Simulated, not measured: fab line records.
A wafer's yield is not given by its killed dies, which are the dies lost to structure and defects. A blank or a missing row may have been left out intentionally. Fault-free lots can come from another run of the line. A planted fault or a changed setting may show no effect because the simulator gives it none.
Chamber matching ; flow n5_finfet ; N5_MOL_CONTACT_COAG_ETCH_66 on rie_diel-03 has 4 sister chambers
The step etches SiARC in CF4, target depth 13 nm, time 21.7 s. 20 wafers are shown with their chamber, then 9 later ones without.

## WAFERS PAIRED WITH THEIR CHAMBERS
wafer;chamber;drypump_motor_current_A (A);showerhead_plenum_p_Torr (Torr);etch_rf_on_time_s (s)
L074.1;3;5.1;2.15;21.8
L074.6;1;5.8;2.17;22.2
L075.2;0;5.3;2.20;22.2
L075.4;3;5.1;2.15;21.8
L075.5;3;5.1;2.15;21.8
L078.1;1;5.8;2.17;22.4
L078.2;2;6.3;2.12;22.7
L078.4;3;5.2;2.15;22.0
L082.3;1;5.8;2.17;22.3
L082.4;2;6.3;2.12;23.0
L082.6;3;5.1;2.15;22.0
L089.1;3;5.1;2.14;21.8
L089.4;0;5.3;2.19;22.2
L089.6;3;5.1;2.15;21.8
L090.1;3;5.1;2.14;21.7
L090.5;3;5.2;2.14;21.7
L090.6;1;5.8;2.16;21.8
L093.2;0;5.3;2.19;22.0
L093.4;2;6.3;2.11;23.1
L093.6;2;6.3;2.11;23.0

SIGNATURES (means of the wafers above)
reading;chamber 0;chamber 1;chamber 2;chamber 3;scatter within a chamber
drypump_motor_current_A;5.300;5.800;6.300;5.122;0.0312
showerhead_plenum_p_Torr;2.1933;2.1675;2.1150;2.1467;0.00525
etch_rf_on_time_s;22.133;22.175;22.950;21.822;0.162
Rule: distance of a wafer from a chamber = root of the sum over the readings of ((wafer's reading minus chamber's mean) / reading's scatter) squared. The wafer belongs to the nearest chamber; if the next one is less than 2 further off, it can't be placed. The scatter: take each reading less its chamber's mean, square it, sum over the shown wafers, divide by the number of wafers less the number of chambers, and take the root.

## WAFERS WITHOUT THEIR CHAMBER
wafer;drypump_motor_current_A (A);showerhead_plenum_p_Torr (Torr);etch_rf_on_time_s (s)
L076.2;5.8;2.16;22.2
L076.3;6.2;2.11;23.0
L076.5;5.2;2.14;22.2
L095.1;5.1;2.14;22.0
L095.3;6.3;2.11;23.1
L095.6;5.8;2.16;22.0
L096.1;5.3;2.19;22.3
L096.3;6.3;2.11;22.9
L096.4;5.8;2.15;22.3

## THE CHAMBER EACH PASSED THROUGH
wafer;from the rows above;in truth
L076.2;1;1
L076.3;2;2
L076.5;3;3
L095.1;3;3
L095.3;2;2
L095.6;1;1
L096.1;0;0
L096.3;2;2
L096.4;1;1
Correct placement for 9 of the 9. Left unplaced by these rows: 0. Wrongly placed: 0.
